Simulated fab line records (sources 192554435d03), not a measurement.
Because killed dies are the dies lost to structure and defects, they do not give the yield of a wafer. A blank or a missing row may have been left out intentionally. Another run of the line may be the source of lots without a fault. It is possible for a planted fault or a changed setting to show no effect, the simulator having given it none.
Split-lot study | flow n5_finfet | 7 lots, 21 wafers read, on a route of 1938 steps

## THE SPLIT ITSELF
At N5_BEOL_M7_ETCH_41 (etches SiCN in CH3F/O2, target depth 31.9 nm, time 57.8 s), the setting source_w was moved away from the recipe's 395 W on 8 of the 21 wafers read, by -17.7% to +16.7%. This setting was run at the recipe's value on the other wafers.

The reading comes from the split's own step.

## THE READING
rf_vpp_V, in V, at N5_BEOL_M7_ETCH_41 (etches SiCN in CH3F/O2, target depth 31.9 nm, time 57.8 s). Typical for fault-free wafers on this fab line: 297.4 V, with standard deviation 1.7 V.

wafer  | tool, chamber at the split | source_w as run, W | against the recipe | rf_vpp_V, V | against lot-mates on the recipe
L075.2 | rie_diel-03, 3             | 325.2              | -17.7%             | 316.1       | +18.9
L075.5 | rie_diel-03, 3             | 325.2              | -17.7%             | 317.0       | +19.8
L075.6 | rie_diel-03, 0             | 395                | recipe             | 297.2       | -
L076.2 | rie_diel-02, 0             | 418.7              | +6.0%              | 293.5       | -3.5
L076.4 | rie_diel-02, 2             | 395                | recipe             | 296.2       | -
L076.6 | rie_diel-02, 2             | 395                | recipe             | 297.8       | -
L084.3 | rie_diel-03, 1             | 395                | recipe             | 297.6       | -
L084.4 | rie_diel-03, 3             | 461.1              | +16.7%             | 281.5       | -16.5
L084.5 | rie_diel-03, 1             | 395                | recipe             | 298.3       | -
L088.3 | rie_diel-05, 0             | 395                | recipe             | 296.5       | -
L088.4 | rie_diel-05, 3             | 360.3              | -8.8%              | 304.3       | +7.2
L088.5 | rie_diel-05, 0             | 395                | recipe             | 297.7       | -
L091.3 | rie_diel-02, 2             | 416.9              | +5.5%              | 291.7       | no lot-mate on the recipe
L091.5 | rie_diel-02, 2             | 416.9              | +5.5%              | 292.2       | no lot-mate on the recipe
L091.6 | rie_diel-02, 1             | 416.9              | +5.5%              | 293.3       | no lot-mate on the recipe
L093.2 | rie_diel-03, 2             | 395                | recipe             | 297.4       | -
L093.3 | rie_diel-03, 1             | 395                | recipe             | 297.4       | -
L093.4 | rie_diel-03, 0             | 395                | recipe             | 296.4       | -
L095.2 | rie_diel-03, 3             | 395                | recipe             | 295.7       | -
L095.3 | rie_diel-03, 1             | 395                | recipe             | 297.6       | -
L095.5 | rie_diel-03, 1             | 395                | recipe             | 297.5       | -

FIT RESULTS
A straight line over all 21 wafers: rf_vpp_V changes by -1 V for each +1% of source_w; r = -0.99; the points scatter about the line by 1.1 V.
The same after taking each lot's own level away (the mean of its wafers on the recipe; 18 wafers): -1.02 V for each +1%; r = -0.99; scatter 1.1 V.
The reading moves by 18 V for the largest change in source_w, on that fit.
Measured against the standard deviation above, the lots' own levels, which go from 296.93 to 297.95 V, span 0.6 times it.
Consequently the slope shifts little with the lot-to-lot level, the two slopes agreeing.
Check: for one of the wafers moved furthest among these (-17.7%), held out of the fit, the line's prediction against its lot-mates is +17.9 V. It came out at +18.9 V against them.
Tool readings at the split's step, against how far the setting was moved: rf_vpp_V r = -0.99.

## OTHER SPLITS ON THESE WAFERS
Note: prior to the reading, these wafers also went through further splits. Each is held against what the fit with the lots' levels taken away leaves over:
other split on the same wafers     | wafers away from the commonest value | r with rf_vpp_V (lot level and that fit taken away)
N5_BEOL_M5_COAT_05 spin_rpm        | 2                                    | +0.14
N5_BEOL_M5_ETCH_72 source_w        | 10                                   | -0.07
N5_BEOL_M5_SPUTTER_48 time_s       | 10                                   | +0.00
N5_BEOL_M6_TRENCH_ETCH_37 time_s   | 5                                    | -0.10
N5_BEOL_M7_TRENCH_ETCH_37 source_w | 6                                    | -0.16

## FILE'S OWN FIT
rf_vpp_V changes by -0.995 V for each +1% of source_w, r = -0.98.
